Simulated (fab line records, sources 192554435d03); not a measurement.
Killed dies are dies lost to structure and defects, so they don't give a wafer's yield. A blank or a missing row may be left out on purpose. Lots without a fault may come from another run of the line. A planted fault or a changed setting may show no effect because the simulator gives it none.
Split-lot experiment | flow n5_finfet | 7 lots, 21 wafers read, on a route of 1938 steps

THE SPLIT
At N5_BEOL_M0_SAQP_EXPOSE_37 (exposes mask M0 CUT1, target cd 30 nm), the setting dose_mj was moved away from the recipe's 44.75 on 6 of the 21 wafers read, by +3.4% to +6.5%. The other wafers ran this setting at the recipe's value.

FROM THE SPLIT TO THE READING: what the file shows between them, 2 steps
- N5_BEOL_M0_SAQP_PEB_38: peb time 60 s
- N5_BEOL_M0_SAQP_DEVELOP_39: develop time 30 s

THE READING
cd_nm, in nm, at N5_BEOL_M0_SAQP_CD_MEAS_40 (target cd 30 nm). Fault-free wafers of this fab line usually give 30.00 nm, standard deviation 0.24 nm.

wafer  | tool, chamber at the split | dose_mj as run | against the recipe | cd_nm, nm | against lot-mates on the recipe
L074.1 | euv_scanner-01, 0          | 46.29          | +3.4%              | 30.75     | +0.64
L074.5 | euv_scanner-01, 0          | 46.29          | +3.4%              | 30.52     | +0.41
L074.6 | euv_scanner-01, 0          | 44.75          | recipe             | 30.11     | -
L077.1 | euv_scanner-01, 0          | 47.66          | +6.5%              | 31.66     | +1.40
L077.2 | euv_scanner-01, 0          | 47.66          | +6.5%              | 31.48     | +1.22
L077.3 | euv_scanner-01, 0          | 44.75          | recipe             | 30.26     | -
L082.1 | euv_scanner-02, 0          | 44.75          | recipe             | 29.93     | -
L082.4 | euv_scanner-02, 0          | 44.75          | recipe             | 29.87     | -
L082.5 | euv_scanner-02, 0          | 44.75          | recipe             | 29.80     | -
L083.3 | euv_scanner-01, 0          | 44.75          | recipe             | 30.01     | -
L083.4 | euv_scanner-01, 0          | 47.48          | +6.1%              | 31.23     | +1.17
L083.6 | euv_scanner-01, 0          | 44.75          | recipe             | 30.11     | -
L091.1 | euv_scanner-02, 0          | 44.75          | recipe             | 30.03     | -
L091.2 | euv_scanner-02, 0          | 44.75          | recipe             | 30.17     | -
L091.4 | euv_scanner-02, 0          | 44.75          | recipe             | 29.97     | -
L092.2 | euv_scanner-02, 0          | 44.75          | recipe             | 30.10     | -
L092.5 | euv_scanner-02, 0          | 44.75          | recipe             | 29.77     | -
L092.6 | euv_scanner-02, 0          | 44.75          | recipe             | 30.21     | -
L094.1 | euv_scanner-02, 0          | 44.75          | recipe             | 29.55     | -
L094.3 | euv_scanner-02, 0          | 47.64          | +6.5%              | 31.46     | +1.92
L094.5 | euv_scanner-02, 0          | 44.75          | recipe             | 29.53     | -

THE FIT
A straight line over all 21 wafers: cd_nm changes by +0.231 nm for each +1% of dose_mj; r = +0.95; the points scatter about the line by 0.21 nm.
The same after taking each lot's own level away (the mean of its wafers on the recipe; 21 wafers): +0.217 nm for each +1%; r = +0.96; scatter 0.18 nm.
On that fit, the largest move of dose_mj shifts the reading by 1.4 nm.
The lots' own levels span 29.540 to 30.260 nm, that is 3.0 times the standard deviation above.
So the lot-to-lot level changes the slope little: the two slopes agree.
Check: with one of the wafers moved furthest among these (+6.5%) left out of the fit, the line predicts +1.4 nm for it against its lot-mates. It came out at +1.4 nm against them.

OTHER SPLITS ON THESE WAFERS
These wafers also went through other splits before the reading. Each is held against what the fit with the lots' levels taken away leaves over:
other split on the same wafers         | wafers away from the commonest value | r with cd_nm (lot level and that fit taken away)
N5_ILD0_CMP_03 down_force_psi          | 7                                    | +0.20
N5_HKMG_FIN_PEB_47 peb_time_s          | 7                                    | +0.21
N5_HKMG_FIN_DEVELOP_48 develop_time_s  | 9                                    | -0.24
N5_HKMG_FIN_COAT_06 spin_rpm           | 8                                    | -0.20
N5_GATE_CUT_DESCUM_18 time_s           | 5                                    | +0.30
N5_GATE_CUT_ETCH_37 bias_w             | 5                                    | -0.24
N5_MOL_CONTACT_COAG_VIA_ETCH_46 bias_w | 6                                    | -0.10

THE WHOLE CHAIN: every reading that the file lists as answering this split, in the file's order
step                       | what it does                                                | reading                                                             | change (the file's fit)                                                                       | r (the file's)
N5_BEOL_M0_SAQP_CD_MEAS_40 | target cd 30 nm                                             | cd_nm                                                               | +0.224 nm for each +1% of the setting                                                         | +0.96
N5_BEOL_M0_SAQP_DESCUM_45  | chemistry O2, time 7 s                                      | BEOL_M0_SAQP.cd_nm (the simulator's own value, which no gauge read) | +0.195 nm for each +1% of the setting                                                         | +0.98
N5_BEOL_M0_SAQP_ETCH_88    | etches underlayer in N2/H2, target depth 6.5 nm, time 5.2 s | BEOL_M0_SAQP.cd_nm (the simulator's own value, which no gauge read) | +0.19 nm for each +1% of the setting                                                          | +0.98
N5_BEOL_M0_SAQP_ETCH_49    | etches SiO2 in CF4/O2, target depth 37 nm                   | BEOL_M0_SAQP.cd_nm (the simulator's own value, which no gauge read) | +0.184 nm for each +1% of the setting, in a fit together with time_s@BEOL_M0_SAQP_CUT_ETCH_46 | 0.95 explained

THE FILE'S OWN FIT
cd_nm changes by +0.224 nm for each +1% of dose_mj, r = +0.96.
